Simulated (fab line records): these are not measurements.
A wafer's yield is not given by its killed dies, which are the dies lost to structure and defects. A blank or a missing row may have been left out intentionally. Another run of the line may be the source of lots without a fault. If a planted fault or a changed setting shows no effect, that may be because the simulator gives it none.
Which of the tools did it?    flow n5-finfet    11 lots with 31 wafers sampled at 3 steps, on a route of 1938 steps

== WHAT THE GAUGES READ, wafer by wafer ==
N5_PASSIVATION_CD_MEAS_30: the cd target is 4000 nm.
lot   measured      on         cd-nm (nm)
L831  day 12 17:10  cd-sem-03  3993.3 3998.8 3997.4
L834  day 13 13:41  cd-sem-03  3998.7 4003.2
L835  day 13 15:59  cd-sem-02  4001.6 4000.5 3998.3
L836  day 13 19:58  cd-sem-01  3997.5 3999.1 4002.6
L839  day 14 14:44  cd-sem-02  4001.3 4004.3 3998.5
L840  day 14 14:53  cd-sem-03  3992.2 4001.7 4002.3
L841  day 15 02:18  cd-sem-02  4000.1 4003.8 4000.0
L842  day 15 02:35  cd-sem-02  4001.9 4002.0 4000.6
L845  day 15 11:14  cd-sem-01  4000.3 4006.1 3999.8
L850  day 17 06:36  cd-sem-02  4001.7 3997.5 3993.2
L853  day 17 11:22  cd-sem-02  4000.0 4002.7

== WHICH TOOL RAN EACH LOT (tool, then ch and the chambers of the sampled wafers, then the start) ==
lot   N5_MOL_CONTACT_COAG_ETCH_124       N5_PASSIVATION_DEGAS_18
L831  rie-diel-05 ch 2,3, day 5 10:32    pvd-sputter-02, day 12 16:31
L834  rie-diel-05 ch 1,2, day 6 08:45    pvd-sputter-01, day 13 12:55
L835  rie-diel-06 ch 0,3, day 6 11:48    pvd-sputter-01, day 13 15:13
L836  rie-diel-04 ch 1,2,3, day 6 20:59  pvd-sputter-01, day 13 19:11
L839  rie-diel-05 ch 2,3, day 7 12:17    pvd-sputter-01, day 14 14:05
L840  rie-diel-05 ch 1,2,3, day 7 15:32  pvd-sputter-02, day 14 14:07
L841  rie-diel-05 ch 1,2,3, day 7 22:51  pvd-sputter-02, day 15 01:31
L842  rie-diel-05 ch 0,2, day 8 03:20    pvd-sputter-02, day 15 01:56
L845  rie-diel-05 ch 0,1,2, day 8 23:13  pvd-sputter-02, day 15 10:35
L850  rie-diel-06 ch 1,3, day 10 06:52   pvd-sputter-03, day 17 05:47
L853  rie-diel-06 ch 0,1, day 11 04:49   pvd-sputter-03, day 17 10:32
- N5_MOL_CONTACT_COAG_ETCH_124: etches SiNx in CH3F/O2, stops on SiOC, target depth 6.5 nm.
- N5_PASSIVATION_DEGAS_18: time 60 s.

== THE ANSWER, worked out from the rows above alone ==
Rule: the usual values come from the lots themselves. The widest of any qualifying gaps counts: lots, ordered by their means at a reading, are off when they make up no more than a third of the lots, leave a main group of 4 or more, and stand apart from it by 3 or more times the standard deviation of that group's means. A main group whose means are all the same, to the digits that the tables above print for the reading, isn't used. A lot without any number at a reading at which 4 lots or more have one is off too. Where the step has rows for the other lots, those lots are counted as sound.
No lot is off on any of the readings shown, so nothing can be concluded from this.

== WHAT THE SIMULATOR HAD INSERTED ==
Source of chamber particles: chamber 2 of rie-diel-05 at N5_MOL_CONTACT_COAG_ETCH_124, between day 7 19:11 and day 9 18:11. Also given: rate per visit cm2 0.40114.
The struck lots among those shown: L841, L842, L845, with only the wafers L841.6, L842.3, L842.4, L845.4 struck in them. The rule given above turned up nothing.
